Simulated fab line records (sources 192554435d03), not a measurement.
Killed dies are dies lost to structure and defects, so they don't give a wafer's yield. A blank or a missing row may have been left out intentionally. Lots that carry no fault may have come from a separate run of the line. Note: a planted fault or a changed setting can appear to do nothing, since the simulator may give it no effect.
Lot-split experiment :: flow n5_finfet :: 16 wafers read from 7 lots, route of 1938 steps

THE SPLIT ITSELF
At N5_BEOL_M1_SPUTTER_81 (material Cu, target thk 4.5 nm, time 8.29 s), the setting time_s was moved away from the recipe's 8.29 s on 4 of the 16 wafers read, by -9.6% to +14.3%. The other wafers ran this setting at the recipe's value.

The reading comes from the split's own step.

THE READING
Cu_of_BEOL_M1_SPUTTER_81.thk_nm (the simulator's own value, which no gauge read), in nm, at N5_BEOL_M1_SPUTTER_81 (material Cu, target thk 4.5 nm, time 8.29 s). The file gives no usual value for it. Across the 12 wafers here that went through the recipe, the average is 4.5 nm and the standard deviation 0.1 nm.

wafer: L074.3
tool, chamber at the split: pvd_sputter-02, -
time_s as run, s: 8.29
against the recipe: recipe
Cu_of_BEOL_M1_SPUTTER_81.thk_nm, nm: 4.4
against lot-mates on the recipe: -

wafer: L074.4
tool, chamber at the split: pvd_sputter-02, -
time_s as run, s: 9.478
against the recipe: +14.3%
Cu_of_BEOL_M1_SPUTTER_81.thk_nm, nm: 5.2
against lot-mates on the recipe: +0.8

wafer: L076.1
tool, chamber at the split: pvd_sputter-02, -
time_s as run, s: 8.29
against the recipe: recipe
Cu_of_BEOL_M1_SPUTTER_81.thk_nm, nm: 4.4
against lot-mates on the recipe: -

wafer: L076.5
tool, chamber at the split: pvd_sputter-02, -
time_s as run, s: 8.29
against the recipe: recipe
Cu_of_BEOL_M1_SPUTTER_81.thk_nm, nm: 4.4
against lot-mates on the recipe: -

wafer: L076.2
tool, chamber at the split: pvd_sputter-02, -
time_s as run, s: 8.29
against the recipe: recipe
Cu_of_BEOL_M1_SPUTTER_81.thk_nm, nm: 4.6
against lot-mates on the recipe: -

wafer: L084.3
tool, chamber at the split: pvd_sputter-03, -
time_s as run, s: 8.29
against the recipe: recipe
Cu_of_BEOL_M1_SPUTTER_81.thk_nm, nm: 4.6
against lot-mates on the recipe: -

wafer: L084.5
tool, chamber at the split: pvd_sputter-03, -
time_s as run, s: 8.29
against the recipe: recipe
Cu_of_BEOL_M1_SPUTTER_81.thk_nm, nm: 4.6
against lot-mates on the recipe: -

wafer: L084.6
tool, chamber at the split: pvd_sputter-03, -
time_s as run, s: 8.29
against the recipe: recipe
Cu_of_BEOL_M1_SPUTTER_81.thk_nm, nm: 4.6
against lot-mates on the recipe: -

wafer: L085.1
tool, chamber at the split: pvd_sputter-03, -
time_s as run, s: 8.29
against the recipe: recipe
Cu_of_BEOL_M1_SPUTTER_81.thk_nm, nm: 4.4
against lot-mates on the recipe: -

wafer: L085.5
tool, chamber at the split: pvd_sputter-03, -
time_s as run, s: 8.29
against the recipe: recipe
Cu_of_BEOL_M1_SPUTTER_81.thk_nm, nm: 4.4
against lot-mates on the recipe: -

wafer: L085.6
tool, chamber at the split: pvd_sputter-03, -
time_s as run, s: 8.29
against the recipe: recipe
Cu_of_BEOL_M1_SPUTTER_81.thk_nm, nm: 4.6
against lot-mates on the recipe: -

wafer: L092.2
tool, chamber at the split: pvd_sputter-03, -
time_s as run, s: 7.79
against the recipe: -6.0%
Cu_of_BEOL_M1_SPUTTER_81.thk_nm, nm: 4.2
against lot-mates on the recipe: -0.4

wafer: L092.3
tool, chamber at the split: pvd_sputter-03, -
time_s as run, s: 8.29
against the recipe: recipe
Cu_of_BEOL_M1_SPUTTER_81.thk_nm, nm: 4.6
against lot-mates on the recipe: -

wafer: L093.3
tool, chamber at the split: pvd_sputter-01, -
time_s as run, s: 7.498
against the recipe: -9.6%
Cu_of_BEOL_M1_SPUTTER_81.thk_nm, nm: 4.2
against lot-mates on the recipe: no lot-mate on the recipe

wafer: L093.4
tool, chamber at the split: pvd_sputter-01, -
time_s as run, s: 7.498
against the recipe: -9.6%
Cu_of_BEOL_M1_SPUTTER_81.thk_nm, nm: 4.2
against lot-mates on the recipe: no lot-mate on the recipe

wafer: L091.5
tool, chamber at the split: pvd_sputter-01, -
time_s as run, s: 8.29
against the recipe: recipe
Cu_of_BEOL_M1_SPUTTER_81.thk_nm, nm: 4.4
against lot-mates on the recipe: -

FIT RESULTS
A straight line over all 16 wafers: Cu_of_BEOL_M1_SPUTTER_81.thk_nm changes by +0.0418 nm for each +1% of time_s; r = +0.91; the points scatter about the line by 0.1 nm.
The same after taking each lot's own level away (the mean of its wafers on the recipe; 14 wafers): +0.0576 nm for each +1%; r = +0.97; scatter 0.069 nm.
That fit puts the effect of the largest move of time_s on the reading at 0.83 nm.
Measured against the standard deviation above, the lots' own levels, which go from 4.40 to 4.60 nm, span 2.0 times it.
Thus the slope moves with the lot-to-lot level: the two fits are different.
Check: for one of the wafers moved furthest among these (+14.3%), held out of the fit, the line's prediction against its lot-mates is +0.95 nm. It came out at +0.8 nm against them.

FURTHER SPLITS ON THESE WAFERS
These wafers also went through other splits before the reading. Each is held against what the fit with the lots' levels taken away leaves over:
other split on the same wafers: N5_BEOL_M0_SAQP_EXPOSE_37 dose_mj
wafers away from the commonest value: 5
r with Cu_of_BEOL_M1_SPUTTER_81.thk_nm (lot level and that fit taken away): +0.08

other split on the same wafers: N5_BEOL_M1_HM_DEP_02 target_thk_a
wafers away from the commonest value: 7
r with Cu_of_BEOL_M1_SPUTTER_81.thk_nm (lot level and that fit taken away): +0.18

other split on the same wafers: N5_BEOL_M1_COAT_62 spin_rpm
wafers away from the commonest value: 8
r with Cu_of_BEOL_M1_SPUTTER_81.thk_nm (lot level and that fit taken away): -0.16

THE FILE'S OWN FIT
Cu_of_BEOL_M1_SPUTTER_81.thk_nm changes by +0.0574 nm for each +1% of time_s, r = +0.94.
